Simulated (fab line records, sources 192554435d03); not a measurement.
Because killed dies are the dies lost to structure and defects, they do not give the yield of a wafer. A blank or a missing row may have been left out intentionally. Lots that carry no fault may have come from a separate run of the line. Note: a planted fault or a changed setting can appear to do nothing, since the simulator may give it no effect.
fab line records	flow n5Finfet	part 1 of 2: steps 1 to 24 of 31
[record] lots = 5	wafers = 15	lastDay = 19
route steps=1938 shown DUMMY_GATE@246 SPACER0@258 SD_EPI_N@262
lots that met no fault: from a run of the same line without faults
startH: the number of hours between the record's first day and the start of the first shown wafer of the lot	waitH: time in hours since the lot's previous step	" unchanged from the row above	L1.1+2: several wafers, shown together as one row	- no value, or no start was given	* or withheld: withheld	< > ~ a bound
route shown NAME@n: a module of which the file shows steps, and the number in the route of the first	usual: average and standard deviation across the fault-free wafers	same: alike in all rows	chamber/n: place in a boat	sites: per-site readings	_std_site: the values' standard deviation	_edge_site: inner sites' mean taken away from outer sites' mean	radiusMm: for every site, how far away it sits from the centre of the wafer	mask NAME#n: copy n	behind: the most recent tool/chamber to have shaped the wafer	hold: why the lot went on hold/how many hours it stayed there/how the hold came to an end	device: names the non-switching transistor (n, p or np)	end of line: tests run on the same wafers once the route is complete	a step without rows: its recipe alone	killed: not the wafer's yield, but the dies lost to structure and defects at the first sort	map: a wafer's dies, marking killed ones x, the rest . and places with no die _
set.NAME: the run value of the setting; set.NAME@STEP: its run value at that earlier step	model.NAME: the simulator's own value behind a step, which no gauge read
lots seen at some steps along the route; tables by step, rows by wafer
services: from which hour (startH, from the record's first day; less than 0 if before it) a tool's chamber was out of use, for how many hours, and why
[[steps]]
[step N5_DUMMY_GATE_ETCH_32]
[recipe] chemistry = CF4	target = SiO2	targetDepthA = 35	timeS = 3.9	ionEnergyEv = 350	pressureMtorr = 10	icpW = 800	biasW = 400	cf4FlowSccm = 80
[usual] drypumpMotorCurrentA = 5.6/0.38	heBacksideLeakSccm = 2.8/0.48	oesProductAu = 1.002/0.021	throttleValvePct = 21.9/0.32
lot.wafer	tool	chamber	startH	waitH	drypumpMotorCurrentA	heBacksideLeakSccm	oesProductAu	rfHoursCounterH	throttleValvePct
L076.2	rieSi-02	2	67.71	0.1	5.7	2.6	1.039	66	22.3
L076.3	"	1	"	"	5.8	2.7	1.012	94	22.2
L076.4	"	1	"	"	5.8	3.0	1.021	-	22.2
L078.1	rieSi-06	0	78.01	0.1	5.7	3.3	1.010	107	21.4
L078.4	"	3	"	"	5.1	2.8	1.008	150	21.6
L078.5	"	3	"	"	5.1	2.9	0.998	-	21.6
L091.2	rieSi-02	2	149.82	0.1	5.7	2.6	1.036	67	22.3
L091.4	"	0	"	"	5.4	2.4	1.004	123	22.0
L091.5	"	3	"	"	6.6	2.4	1.004	-	22.1
L094.3	rieSi-06	3	167.70	0.1	5.1	4.8	1.017	151	21.6
L094.4	"	1	"	"	5.4	2.8	0.966	176	21.8
L094.6	"	0	"	"	5.8	3.3	1.018	-	21.5
L097.2	rieSi-02	1	188.37	0.1	5.7	2.9	1.027	96	22.2
L097.4	"	0	"	"	5.5	2.4	0.992	124	21.9
L097.6	"	0	"	"	5.4	2.4	0.988	-	21.9
[step N5_DUMMY_GATE_ETCH_23]
[recipe] chemistry = HBr/Cl2/O2	HBr_flow_sccm = 150	Cl2_flow_sccm = 80	O2_flow_sccm = 12	biasW = 102	targetDepthA = 410	timeS = 22.3	target = poly-Si	maskMaterial = SiO2	pressureMtorr = 10	icpW = 800
[usual] drypumpMotorCurrentA = 5.6/0.38	heBacksideLeakSccm = 2.8/0.37	oesProductAu = 1.001/0.02	throttleValvePct = 37.3/0.54
lot.wafer	tool	chamber	startH	waitH	drypumpMotorCurrentA	heBacksideLeakSccm	oesProductAu	rfHoursCounterH	throttleValvePct
L076.2	rieSi-02	2	67.74	0.0	5.7	2.7	1.040	66	38.4
L076.3	"	1	"	"	5.8	2.9	1.011	94	37.5
L076.4	"	1	"	"	5.8	3.0	1.013	-	37.5
L078.1	rieSi-06	0	78.04	0.0	5.8	3.3	1.016	107	36.3
L078.4	"	3	"	"	5.1	2.7	1.008	150	37.3
L078.5	"	3	"	"	5.0	2.8	1.006	-	37.3
L091.2	rieSi-02	2	149.86	0.0	5.7	2.5	1.027	67	38.4
L091.4	"	0	"	"	5.4	2.3	1.001	123	37.3
L091.5	"	3	"	"	6.6	2.3	1.009	-	37.7
L094.3	rieSi-06	3	167.73	0.0	5.1	2.8	1.018	151	37.3
L094.4	"	1	"	"	5.4	3.0	0.971	176	37.1
L094.6	"	0	"	"	5.7	3.0	1.002	-	36.3
L097.2	rieSi-02	1	188.40	0.0	5.8	2.8	1.020	96	37.5
L097.4	"	0	"	"	5.5	2.4	0.991	124	37.3
L097.6	"	0	"	"	5.5	2.3	0.988	-	37.3
[step N5_DUMMY_GATE_ETCH_44]
[recipe] chemistry = HBr/O2	overEtchFrac = 0.7	targetDepthA = 1275	stopOn = SiO2	ionEnergyEv = 60	biasW = 20	target = poly-Si	maskMaterial = SiO2	pressureMtorr = 20	icpW = 400	HBr_flow_sccm = 120	O2_flow_sccm = 10
[usual] drypumpMotorCurrentA = 5.6/0.37	heBacksideLeakSccm = 2.76/0.3	oesProductAu = 0.728/0.011	throttleValvePct = 18.48/0.22
lot.wafer	tool	chamber	startH	waitH	drypumpMotorCurrentA	heBacksideLeakSccm	oesProductAu	rfHoursCounterH	throttleValvePct
L076.2	rieSi-02	2	67.80	0.0	5.7	2.53	0.726	66	18.93
L076.3	"	1	"	"	5.7	2.99	0.741	94	18.54
L076.4	"	1	"	"	5.8	2.65	0.738	-	18.55
L078.1	rieSi-06	0	78.10	0.0	5.8	3.26	0.737	107	18.11
L078.4	"	3	"	"	5.1	2.76	0.749	150	18.54
L078.5	"	3	"	"	5.1	2.86	0.750	-	18.54
L091.2	rieSi-02	2	149.91	0.0	5.7	2.64	0.718	67	18.93
L091.4	"	0	"	"	5.5	2.41	0.726	123	18.36
L091.5	"	3	"	"	6.6	2.34	0.727	-	18.55
L094.3	rieSi-06	3	167.78	0.0	5.0	2.74	0.749	152	18.54
L094.4	"	1	"	"	5.4	2.94	0.714	176	18.60
L094.6	"	0	"	"	5.8	3.36	0.717	-	18.10
L097.2	rieSi-02	1	188.45	0.0	5.8	2.62	0.730	96	18.56
L097.4	"	0	"	"	5.5	2.34	0.733	124	18.36
L097.6	"	0	"	"	5.5	2.38	0.725	-	18.37
[step N5_DUMMY_GATE_CD_MEAS_24]
[recipe] targetCdNm = 15
[usual] cdNm = 15.0/0.51
lot.wafer	tool	chamber	startH	waitH	cdNm
L076.2	cdSem-02	-	67.91	0.1	15.1
L076.3	"	-	"	"	14.7
L076.4	"	-	"	"	14.3
L078.1	cdSem-02	-	78.21	0.1	14.5
L078.4	"	-	"	"	15.9
L078.5	"	-	"	"	15.5
L091.2	cdSem-02	-	150.03	0.1	15.2
L091.4	"	-	"	"	14.9
L091.5	"	-	"	"	15.0
L094.3	cdSem-03	-	167.90	0.1	16.0
L094.4	"	-	"	"	15.5
L094.6	"	-	"	"	14.8
L097.2	cdSem-01	-	188.57	0.1	14.9
L097.4	"	-	"	"	15.9
L097.6	"	-	"	"	15.7
[step N5_DUMMY_GATE_ETCH_42]
[recipe] chemistry = CHF3/O2	target = SiO2	targetDepthA = 35	timeS = 31	ionEnergyEv = 30	biasW = 12	pressureMtorr = 30	sourceW = 600	Ar_flow_sccm = 200	CHF3_flow_sccm = 50	O2_flow_sccm = 5
[usual] drypumpMotorCurrentA = 5.77/0.27	oesProductAu = 0.78/0.067	rfVppV = 42.4/1.2	showerheadPlenumPTorr = 2.41/0.086	throttleValvePct = 18.78/0.24
lot.wafer	tool	chamber	startH	waitH	drypumpMotorCurrentA	oesProductAu	rfHoursCounterH	rfVppV	showerheadPlenumPTorr	throttleValvePct
L076.2	rieDiel-01	1	67.95	0.0	6.11	0.89	34	42.6	2.47	18.80
L076.3	"	0	"	"	5.67	0.89	32	43.9	2.37	18.33
L076.4	"	2	"	"	5.66	0.74	177	42.0	2.50	19.01
L078.1	rieDiel-05	3	78.26	0.0	5.77	0.88	56	43.7	2.35	18.35
L078.4	"	0	"	"	5.78	0.74	153	40.8	2.40	18.83
L078.5	"	3	"	"	5.75	0.88	-	42.4	2.35	18.35
L091.2	rieDiel-01	1	150.07	0.0	6.06	0.84	58	43.1	2.46	18.85
L091.4	"	1	"	"	6.10	0.85	-	42.6	2.46	18.85
L091.5	"	0	"	"	5.68	0.84	-	42.4	2.36	18.37
L094.3	rieDiel-06	3	167.94	0.0	5.41	0.84	44	41.8	2.56	18.87
L094.4	"	1	"	"	6.24	0.74	207	41.5	2.29	18.57
L094.6	"	3	"	"	5.40	0.84	-	42.5	2.56	18.87
L097.2	rieDiel-06	3	188.61	0.0	5.41	0.83	50	42.9	2.56	18.89
L097.4	"	2	"	"	6.00	0.74	126	40.8	2.31	18.78
L097.6	"	0	"	"	5.88	0.75	-	42.6	2.52	18.91
[step N5_DUMMY_GATE_STRIP_48]
[recipe] chemistry = N2/H2	timeS = 20	powerW = 100	tempC = 40	pressureMtorr = 100	rfFrequencyHz = 6e+07	biasPowerW = 3	n2FlowSccm = 300	h2FlowSccm = 300
[usual] drypumpMotorCurrentA = 5.78/0.27	oesProductAu = 0.78/0.067	rfVppV = 45.3/0.78	showerheadPlenumPTorr = 3.37/0.11	throttleValvePct = 12.19/0.25
lot.wafer	tool	chamber	startH	waitH	drypumpMotorCurrentA	oesProductAu	rfHoursCounterH	rfVppV	showerheadPlenumPTorr	throttleValvePct
L076.2	rieDiel-01	1	68.00	0.0	6.13	0.88	34	45.5	3.46	12.13
L076.3	"	0	"	"	5.69	0.88	32	45.6	3.30	11.70
L076.4	"	2	"	"	5.69	0.73	177	45.9	3.51	12.46
L078.1	rieDiel-05	3	78.31	0.0	5.77	0.87	56	45.8	3.30	11.77
L078.4	"	0	"	"	5.83	0.76	153	45.5	3.36	12.24
L078.5	"	3	"	"	5.78	0.87	-	45.6	3.30	11.77
L091.2	rieDiel-01	1	150.12	0.0	6.13	0.84	58	46.1	3.44	12.19
L091.4	"	1	"	"	6.14	0.85	-	44.8	3.44	12.20
L091.5	"	0	"	"	5.66	0.84	-	45.9	3.29	11.79
L094.3	rieDiel-06	3	167.99	0.0	5.42	0.84	44	45.2	3.57	12.10
L094.4	"	1	"	"	6.27	0.73	207	46.3	3.23	12.10
L094.6	"	3	"	"	5.43	0.85	-	44.6	3.57	12.11
L097.2	rieDiel-06	3	188.66	0.0	5.42	0.84	50	45.8	3.57	12.12
L097.4	"	2	"	"	6.04	0.76	126	45.1	3.29	12.47
L097.6	"	0	"	"	5.91	0.75	-	44.3	3.50	12.29
[step N5_DUMMY_GATE_PRECLEAN_33]
[recipe] chemistry = dHF	timeS = 10	dilution = 750:1	tempC = 25
lot.wafer	tool	chamber	startH	waitH
L076.2+3+4	wetBench-02	7,3,4	68.09	0.1
L078.1+4+5	wetBench-01	0,6,5	78.39	0.1
L091.2+4+5	wetBench-01	0,2,5	150.20	0.1
L094.3+4+6	wetBench-05	6,7,4	168.07	0.1
L097.2+4+6	wetBench-02	4,3,7	188.74	0.1
[step N5_DUMMY_GATE_PRECLEAN_25]
[recipe] chemistry = O3/DIW	timeS = 45	tempC = 22	o3Ppm = 10
lot.wafer	tool	chamber	startH	waitH
L076.2+3+4	wetBench-02	7,3,4	68.09	0.0
L078.1+4+5	wetBench-01	0,6,5	78.39	0.0
L091.2+4+5	wetBench-01	0,2,5	150.21	0.0
L094.3+4+6	wetBench-05	6,7,4	168.08	0.0
L097.2+4+6	wetBench-02	4,3,7	188.75	0.0
[step N5_DUMMY_GATE_PRECLEAN_51]
[recipe] chemistry = SC2	timeS = 45	tempC = 35	mix = 1:1:50
lot.wafer	tool	chamber	startH	waitH
L076.2+3+4	wetBench-02	7,3,4	68.10	0.0
L078.1+4+5	wetBench-01	0,6,5	78.41	0.0
L091.2+4+5	wetBench-01	0,2,5	150.22	0.0
L094.3+4+6	wetBench-05	6,7,4	168.09	0.0
L097.2+4+6	wetBench-02	4,3,7	188.76	0.0
[step N5_DUMMY_GATE_SRD_26]
[recipe] dry = ipaMarangoni	timeS = 30	tempC = 23	rinseLiquid = diw
lot.wafer	tool	chamber	startH	waitH
L076.2+3+4	wetBench-02	7,3,4	68.12	0.0
L078.1+4+5	wetBench-01	0,6,5	78.42	0.0
L091.2+4+5	wetBench-01	0,2,5	150.23	0.0
L094.3+4+6	wetBench-05	6,7,4	168.10	0.0
L097.2+4+6	wetBench-02	4,3,7	188.77	0.0
[step N5_DUMMY_GATE_UV_OZONE_45]
[recipe] timeS = 120	pressureTorr = 760	tempC = 25
lot.wafer	tool	chamber	startH	waitH
L076.2+3+4	wetBench-02	7,3,4	68.13	0.0
L078.1+4+5	wetBench-01	0,6,5	78.44	0.0
L091.2+4+5	wetBench-01	0,2,5	150.25	0.0
L094.3+4+6	wetBench-05	6,7,4	168.12	0.0
L097.2+4+6	wetBench-02	4,3,7	188.79	0.0
[step N5_DUMMY_GATE_INSPECT_27]
[recipe] inspectInstrument = brightfield	mode = aei
[usual] rawDefectCount = 342/82
lot.wafer	tool	chamber	startH	waitH	rawDefectCount
L076.2	defectInspect-02	-	68.19	0.0	351
L076.3	"	-	"	"	324
L076.4	"	-	"	"	337
L078.1	defectInspect-01	-	78.49	0.0	319
L078.4	"	-	"	"	325
L078.5	"	-	"	"	297
L091.2	defectInspect-02	-	150.31	0.0	340
L091.4	"	-	"	"	377
L091.5	"	-	"	"	274
L094.3	defectInspect-02	-	168.18	0.0	339
L094.4	"	-	"	"	344
L094.6	"	-	"	"	414
L097.2	defectInspect-01	-	188.85	0.0	247
L097.4	"	-	"	"	192
L097.6	"	-	"	"	228
[step N5_SPACER0_ALD_07]
[recipe] material = SiNx	targetThkA = 20	tempC = 400	aldPrecursorFamily = SiH2I2	aldCoReactant = N2/H2-plasma	pressureTorr = 2
[usual] heaterPowerW = 812/53
lot.wafer	tool	chamber	startH	waitH	heaterPowerW
L076.2	aldSin-02	1	68.23	0.0	771
L076.3	"	3	"	"	873
L076.4	"	0	"	"	815
L078.1	aldSin-01	2	78.83	0.3	785
L078.4	"	1	"	"	838
L078.5	"	3	"	"	773
L091.2	aldSin-02	3	150.36	0.1	865
L091.4	"	0	"	"	817
L091.5	"	0	"	"	815
L094.3	aldSin-02	3	168.25	0.1	880
L094.4	"	2	"	"	902
L094.6	"	2	"	"	931
L097.2	aldSin-01	3	189.36	0.5	801
L097.4	"	2	"	"	820
L097.6	"	2	"	"	827
[step N5_SPACER0_ALD_00]
[recipe] material = SiOCN	targetThkA = 35	tempC = 400	aldPrecursorFamily = alkyl-aminosilane	aldCoReactant = O2/N2-plasma	pulseTimeS = 3	purgeTimeS = 2	coReactantPurgeTimeS = 2	aldCycles = 58	pressureTorr = 2
[usual] heaterPowerW = 815/51	precursorPulseHeightRel = 1.000/0.018
lot.wafer	tool	chamber	startH	waitH	heaterPowerW	precursorPulseHeightRel
L076.2	aldSin-02	1	68.38	0.1	794	1.011
L076.3	"	3	"	"	849	0.986
L076.4	"	0	"	"	828	0.976
L078.1	aldSin-01	2	78.98	0.1	815	1.001
L078.4	"	1	"	"	813	1.035
L078.5	"	3	"	"	775	1.012
L091.2	aldSin-02	3	150.51	0.1	858	0.999
L091.4	"	0	"	"	826	0.985
L091.5	"	0	"	"	809	1.018
L094.3	aldSin-02	3	168.41	0.1	858	1.001
L094.4	"	2	"	"	910	1.026
L094.6	"	2	"	"	907	0.982
L097.2	aldSin-01	3	189.51	0.1	790	0.984
L097.4	"	2	"	"	823	1.009
L097.6	"	2	"	"	796	1.001
[step N5_SPACER0_ALD_08]
[recipe] material = SiNx	targetThkA = 20	tempC = 400	aldPrecursorFamily = SiH2I2	aldCoReactant = N2/H2-plasma	pressureTorr = 2
[usual] heaterPowerW = 813/51
lot.wafer	tool	chamber	startH	waitH	heaterPowerW
L076.2	aldSin-02	1	68.64	0.1	783
L076.3	"	3	"	"	841
L076.4	"	0	"	"	848
L078.1	aldSin-01	2	79.24	0.1	788
L078.4	"	1	"	"	804
L078.5	"	3	"	"	774
L091.2	aldSin-02	3	150.77	0.1	853
L091.4	"	0	"	"	834
L091.5	"	0	"	"	859
L094.3	aldSin-02	3	168.66	0.1	852
L094.4	"	2	"	"	942
L094.6	"	2	"	"	918
L097.2	aldSin-01	3	189.77	0.1	783
L097.4	"	2	"	"	825
L097.6	"	2	"	"	800
[step N5_SPACER0_INSPECT_04]
[recipe] inspectInstrument = darkfield	mode = postDep
[usual] rawDefectCount = 156/37
lot.wafer	tool	chamber	startH	waitH	rawDefectCount
L076.2	defectInspect-01	-	68.81	0.1	162
L076.3	"	-	"	"	118
L076.4	"	-	"	"	181
L078.1	defectInspect-02	-	79.40	0.1	162
L078.4	"	-	"	"	160
L078.5	"	-	"	"	147
L091.2	defectInspect-01	-	150.93	0.1	163
L091.4	"	-	"	"	122
L091.5	"	-	"	"	94
L094.3	defectInspect-01	-	168.82	0.1	120
L094.4	"	-	"	"	133
L094.6	"	-	"	"	178
L097.2	defectInspect-01	-	189.93	0.1	120
L097.4	"	-	"	"	91
L097.6	"	-	"	"	90
[step N5_SD_EPI_N_COAT_32]
[recipe] resist = SOC	tempC = 250	timeS = 60	spinRpm = 1500	resistThkNm = 350
[usual] heaterPowerTotalW = 500.5/1.8
lot.wafer	tool	chamber	startH	waitH	heaterPowerTotalW
L076.2	lithoTrack-02	0	68.84	0.0	500.1
L076.3	"	0	"	"	500.0
L076.4	"	0	"	"	500.3
L078.1	lithoTrack-04	0	79.43	0.0	499.9
L078.4	"	0	"	"	503.3
L078.5	"	0	"	"	503.3
L091.2	lithoTrack-04	0	150.96	0.0	502.3
L091.4	"	0	"	"	502.9
L091.5	"	0	"	"	503.0
L094.3	lithoTrack-04	0	168.85	0.0	498.1
L094.4	"	0	"	"	500.6
L094.6	"	0	"	"	500.9
L097.2	lithoTrack-02	0	189.96	0.0	498.7
L097.4	"	0	"	"	500.7
L097.6	"	0	"	"	502.8
[step N5_SD_EPI_N_COAT_33]
[recipe] resist = SiARC	tempC = 220	timeS = 60	spinRpm = 1500	resistThkNm = 35
[usual] heaterPowerTotalW = 427.5/2.1
lot.wafer	tool	chamber	startH	waitH	heaterPowerTotalW
L076.2	lithoTrack-02	0	-	-	424.1
L076.3	"	0	"	"	426.0
L076.4	"	0	"	"	430.9
L078.1	lithoTrack-04	0	-	-	424.1
L078.4	"	0	"	"	428.7
L078.5	"	0	"	"	430.4
L091.2	lithoTrack-04	0	-	-	426.8
L091.4	"	0	"	"	428.2
L091.5	"	0	"	"	430.5
L094.3	lithoTrack-04	0	-	-	429.2
L094.4	"	0	"	"	427.6
L094.6	"	0	"	"	428.1
L097.2	lithoTrack-02	0	-	-	427.0
L097.4	"	0	"	"	429.1
L097.6	"	0	"	"	424.7
[step N5_SD_EPI_N_COAT_03]
[recipe] resist = CAR-ArF-block	spinRpm = 1500	resistThkNm = 150
lot.wafer	tool	chamber	startH	waitH
L076.2+3+4	lithoTrack-02	0	-	-
L078.1+4+5	lithoTrack-04	0	-	-
L091.2+4+5	lithoTrack-04	0	-	-
L094.3+4+6	lithoTrack-04	0	-	-
L097.2+4+6	lithoTrack-02	0	-	-
[step N5_SD_EPI_N_EBR_05]
[recipe] solvent = PGMEA	ebrWidthMm = 1.5
[same] ebrWidthMm = 1.5
lot.wafer	tool	chamber	startH	waitH
L076.2+3+4	lithoTrack-02	0	-	-
L078.1+4+5	lithoTrack-04	0	-	-
L091.2+4+5	lithoTrack-04	0	-	-
L094.3+4+6	lithoTrack-04	0	-	-
L097.2+4+6	lithoTrack-02	0	-	-
[step N5_SD_EPI_N_SOFTBAKE_04]
[recipe] tempC = 110	timeS = 60	resist = CAR-ArF-block
[usual] heaterPowerTotalW = 175.3/1.6
lot.wafer	tool	chamber	startH	waitH	heaterPowerTotalW
L076.2	lithoTrack-02	0	-	-	174.4
L076.3	"	0	"	"	173.1
L076.4	"	0	"	"	177.2
L078.1	lithoTrack-04	0	-	-	176.7
L078.4	"	0	"	"	177.5
L078.5	"	0	"	"	177.4
L091.2	lithoTrack-04	0	-	-	175.4
L091.4	"	0	"	"	173.4
L091.5	"	0	"	"	177.5
L094.3	lithoTrack-04	0	-	-	173.1
L094.4	"	0	"	"	173.3
L094.6	"	0	"	"	174.2
L097.2	lithoTrack-02	0	-	-	174.1
L097.4	"	0	"	"	173.1
L097.6	"	0	"	"	174.1
[step N5_SD_EPI_N_EXPOSE_06]
[recipe] maskId = SD_N_BLK	na = 1.35	sourceShape = conventional	sigmaOuter = 0.8	polarization = unpolarized	targetCdNm = 120	doseMj = 39.75
lot.wafer	tool	chamber	startH	waitH	mask
L076.2+3+4	arfiScanner-03	0	69.09	-	SD_N_BLK#0
L078.1+4+5	arfiScanner-02	0	79.67	-	SD_N_BLK#0
L091.2+4+5	arfiScanner-01	0	151.21	-	SD_N_BLK#0
L094.3+4+6	arfiScanner-03	0	169.11	-	SD_N_BLK#0
L097.2+4+6	arfiScanner-02	0	190.21	-	SD_N_BLK#0
[step N5_SD_EPI_N_PEB_07]
[recipe] pebTempC = 110	pebTimeS = 60	resist = CAR-ArF-block
[usual] heaterPowerTotalW = 175.4/1.6
lot.wafer	tool	chamber	startH	waitH	heaterPowerTotalW
L076.2	lithoTrack-03	0	69.14	0.0	177.4
L076.3	"	0	"	"	176.1
L076.4	"	0	"	"	175.9
L078.1	lithoTrack-04	0	79.73	0.1	173.4
L078.4	"	0	"	"	173.7
L078.5	"	0	"	"	177.5
L091.2	lithoTrack-02	0	151.26	0.0	176.7
L091.4	"	0	"	"	174.7
L091.5	"	0	"	"	173.3
L094.3	lithoTrack-04	0	169.16	0.0	173.6
L094.4	"	0	"	"	175.5
L094.6	"	0	"	"	174.1
L097.2	lithoTrack-02	0	190.26	0.0	174.1
L097.4	"	0	"	"	173.9
L097.6	"	0	"	"	176.9
[step N5_SD_EPI_N_DEVELOP_08]
[recipe] developTimeS = 30	developer = TMAH	resist = CAR-ArF-block	devTempC = 23	rinseLiquid = diw	dry = airSpin
[usual] developerTempC = 23.01/0.12
lot.wafer	tool	chamber	startH	waitH	developerTempC
L076.2	lithoTrack-03	0	-	-	22.85
L076.3	"	0	"	"	22.80
L076.4	"	0	"	"	22.91
L078.1	lithoTrack-04	0	-	-	23.08
L078.4	"	0	"	"	22.96
L078.5	"	0	"	"	23.31
L091.2	lithoTrack-02	0	-	-	23.15
L091.4	"	0	"	"	23.02
L091.5	"	0	"	"	23.03
L094.3	lithoTrack-04	0	-	-	22.92
L094.4	"	0	"	"	22.98
L094.6	"	0	"	"	23.02
L097.2	lithoTrack-02	0	-	-	23.12
L097.4	"	0	"	"	23.18
L097.6	"	0	"	"	22.94
